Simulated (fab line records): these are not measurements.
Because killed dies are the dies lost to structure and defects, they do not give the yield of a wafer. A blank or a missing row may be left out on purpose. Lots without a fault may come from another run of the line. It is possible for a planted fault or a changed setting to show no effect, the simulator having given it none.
One fault seen from 2 desks    flow n5_finfet    what lay behind the numbers comes last; until then each desk has only its own

## TOOL OWNER'S DESK, rie_diel-03
The tool's own readings at N5_FIN_CUT_ETCH_30 (etches underlayer in N2/H2, target depth 13 nm, time 10.4 s): means of the sampled wafers that have a number, for each lot that ran on this tool. A lot is out of limits, marked OUT, if its mean lies more than 4 standard deviations from the usual mean; the brackets give that distance.
Columns: A = drypump_motor_current_A at N5_FIN_CUT_ETCH_30, usual 5.6 A; B = etch_rf_on_time_s at N5_FIN_CUT_ETCH_30, usual 10.4 s; C = oes_product_au at N5_FIN_CUT_ETCH_30, usual 0.68 a.u.; D = rf_vpp_V at N5_FIN_CUT_ETCH_30, usual 524.6 V; E = showerhead_plenum_p_Torr at N5_FIN_CUT_ETCH_30, usual 2.57 Torr; F = throttle_valve_pct at N5_FIN_CUT_ETCH_30, usual 17.86 %
lot   first seen here  A    B     C     D      E     F
L544  day 2 05:05      6.0  10.3  0.63  525.9  2.61  17.97
L545  day 2 09:57      5.4  10.3  0.63  526.8  2.64  18.14
L550  day 3 14:49      5.7  11.7  0.64  524.9  2.60  17.94
L552  day 4 03:37      6.0  11.6  0.61  525.5  2.58  17.77
L555  day 4 21:07      5.9  11.6  0.61  525.7  2.58  17.79
L564  day 7 03:37      5.6  10.3  0.64  526.7  2.60  17.96
L565  day 7 08:32      5.2  10.2  0.62  526.8  2.62  18.01
This desk found nothing out of limits on any of the 7 lots.

## FROM THE METROLOGY DESK
What the gauges read, lot by lot, whatever tool the lot ran on: means of the sampled wafers that have a number. A lot is out of limits, marked OUT, if its mean lies more than 4 standard deviations from the usual mean; the brackets give that distance.
Columns: A = FIN_CUT_OVL at N5_FIN_CUT_OVL_MEAS_09, usual -0.1 nm
lot   first seen here  A
L544  day 2 04:58      0.3
L545  day 2 09:50      0.2
L550  day 3 14:28      -0.3
L552  day 4 03:30      0.4
L555  day 4 20:59      -0.7
L560  day 6 02:05      0.1
L561  day 6 10:01      0.0
L562  day 6 15:07      -1.1
L564  day 7 03:30      -0.1
L565  day 7 08:14      0.4
L566  day 7 16:49      -0.5
L567  day 7 20:50      0.2
This desk found nothing out of limits on any of the 12 lots.

## PUT TOGETHER
The desk of the tool owner found nothing out of limits.
From the metrology desk's view, nothing was out of limits.

## WHAT THE SIMULATOR PUT IN
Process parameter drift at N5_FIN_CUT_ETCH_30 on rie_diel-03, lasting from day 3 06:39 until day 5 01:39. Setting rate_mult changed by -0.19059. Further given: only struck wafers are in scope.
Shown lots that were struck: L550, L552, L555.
